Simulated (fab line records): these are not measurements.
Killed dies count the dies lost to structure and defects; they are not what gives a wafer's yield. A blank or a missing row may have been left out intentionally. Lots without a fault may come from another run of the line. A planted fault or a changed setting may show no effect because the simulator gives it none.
A lot that was struck, set against a sound lot :: flow nand harc :: 21 out of 1159 route steps
Sound: these wafers, L208.1, L208.2, L208.6. Wafers struck: L213.2, L213.4, L213.6. The cause is given at the end.
At each step with rows: each side's tool, then ch and its chambers, then its first start. Under that, the readings that differ: sound wafers :: struck wafers :: difference of the means :: sigmas: that difference in standard deviations of wafers without a fault.
alike: a reading whose means differ by less than 2 such deviations, as well as words and numbers matching on both sides. not compared: withheld readings; readings where some wafer has no value; bounds like >300 that might hide an equal value; numbers whose values overlap and for which the record gives no deviation.
Wherever a step has rows on one side only, a row that says differs or no value, or a row with sigmas, the two part there. Numbers that have no deviation but don't overlap get no sigmas and don't part them. A reading missing from all wafers of one side parts the sides only when that side holds two or more wafers.

NHARC_P_CONTACT_CVD_23: deposits W, target thk 200 nm, time 557 s.
  sound: cvd w-01 ch 0,1; struck: cvd w-01 ch 0,1
  alike: heater power w, throttle valve pct
NHARC_P_CONTACT_CMP_24: polishes, t overpolish 30 s, target thk 200 nm.
  sound on cmp-04 ch 0,1,3, day 7 11:52; struck on cmp-02 ch 0,2,3, day 9 00:40
  alike: motor current A, overpolish run s, time to endpoint s
next, for these wafers, 1 step has no rows: NHARC_P_CONTACT_SRD_26.
NHARC_P_CONTACT_INSPECT_27:
  sound: defect inspect-01 at day 7 12:16; struck: defect inspect-01 at day 9 01:01
  alike: raw defect count
then, 7 steps without rows for these wafers: NHARC_P_M0_DEP_00 (deposits SiOC, target thk 150 nm); NHARC_P_M0_DEHYDRATE_01 (time 120 s); NHARC_P_M0_HMDS_02 (time 30 s); NHARC_P_M0_COAT_33 (time 65 s); NHARC_P_M0_COAT_03 (resist thk 90 nm); NHARC_P_M0_SOFTBAKE_04 (time 55 s); NHARC_P_M0_EBR_05.
NHARC_P_M0_EXPOSE_06: exposes mask P M0, target cd 90 nm.
  sound on arfi scanner-03 ch 0, day 7 13:01; struck on arfi scanner-02 ch 0, day 9 01:40
reading: exposure dose mJ cm2
sound: 81.34 81.15 81.36
struck: 65.19 65.33 65.39
difference: -15.98
sigmas: -99 or more
  alike: mask, focus offset nm
then, 2 steps without rows for these wafers: NHARC_P_M0_PEB_07 (peb time 65 s); NHARC_P_M0_DEVELOP_08 (develop time 35 s).
NHARC_P_M0_CD_MEAS_09: target cd 90 nm.
  sound on cd sem-03 ch 0, day 7 13:10; struck on cd sem-03 ch 0, day 9 01:49
reading: cd nm (nm)
sound: 89.3 90.6 89.2
struck: 76.5 76.2 75.8
difference: -13.5
sigmas: -27
NHARC_P_M0_OVL_MEAS_10: pitch 180 nm.
  sound: overlay-01 at day 7 13:15; struck: overlay-01 at day 9 01:53
reading: overlay y nm (nm)
sound: -1.2 -1.5 -1.4
struck: 0.6 0.5 0.2
difference: +1.8
sigmas: +2
  alike: overlay x nm
NHARC_P_M0_INSPECT_11:
  sound: defect inspect-02 at day 7 13:17; struck: defect inspect-02 at day 9 01:56
  alike: raw defect count
NHARC_P_M0_DESCUM_14: chemistry O2, time 3 s.
  sound on rie diel-10 ch 0,1,3, day 7 13:22; struck on rie diel-10 ch 1,2, day 9 01:59
reading: model.P_M0.cd nm (nm)
sound: 88.86 90.62 89.89
struck: 76.38 75.99 75.89
difference: -13.70
sigmas: 
  alike: drypump motor current A, oes product au, rf vpp V, showerhead plenum p Torr, throttle valve pct
  not compared: rf hours counter h
NHARC_P_M0_ETCH_34: etches the open film in N2/H2, target depth 40 nm, overetch 12 nm, time 43.94 s.
  sound on rie diel-10 ch 0,1,3, day 7 13:26; struck on rie diel-10 ch 0,1,3, day 9 02:05
  alike: drypump motor current A, oes product au, rf vpp V, showerhead plenum p Torr, throttle valve pct
  not compared: rf hours counter h
NHARC_P_M0_ETCH_15: etches the open film in C4F8/Ar, target depth 150 nm, overetch 15 nm, time 82.5 s.
  sound: rie diel-10 ch 0,1; struck: rie diel-10 ch 0,1,3
reading: model.P_M0.cd nm (nm)
sound: 88.53 90.25 89.48
struck: 76.15 75.9 75.77
difference: -13.48
sigmas: 
  alike: oes product au, rf vpp V
  not compared: rf hours counter h
NHARC_P_M0_CD_MEAS_16:
  sound: cd sem-03 at day 7 13:38; struck: cd sem-02 at day 9 02:17
reading: cd nm (nm)
sound: 88.3 90.3 89.7
struck: 76.2 75.9 76.0
difference: -13.4
sigmas: -22

## WHERE THEY PART
Last at NHARC_P_M0_CD_MEAS_16 as far as this record goes, first at NHARC_P_M0_EXPOSE_06.

WHY: whatever the simulator had introduced
Process parameters drifting: arfi scanner-02 at NHARC_P_M0_EXPOSE_06, beginning at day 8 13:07. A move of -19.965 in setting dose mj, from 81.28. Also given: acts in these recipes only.
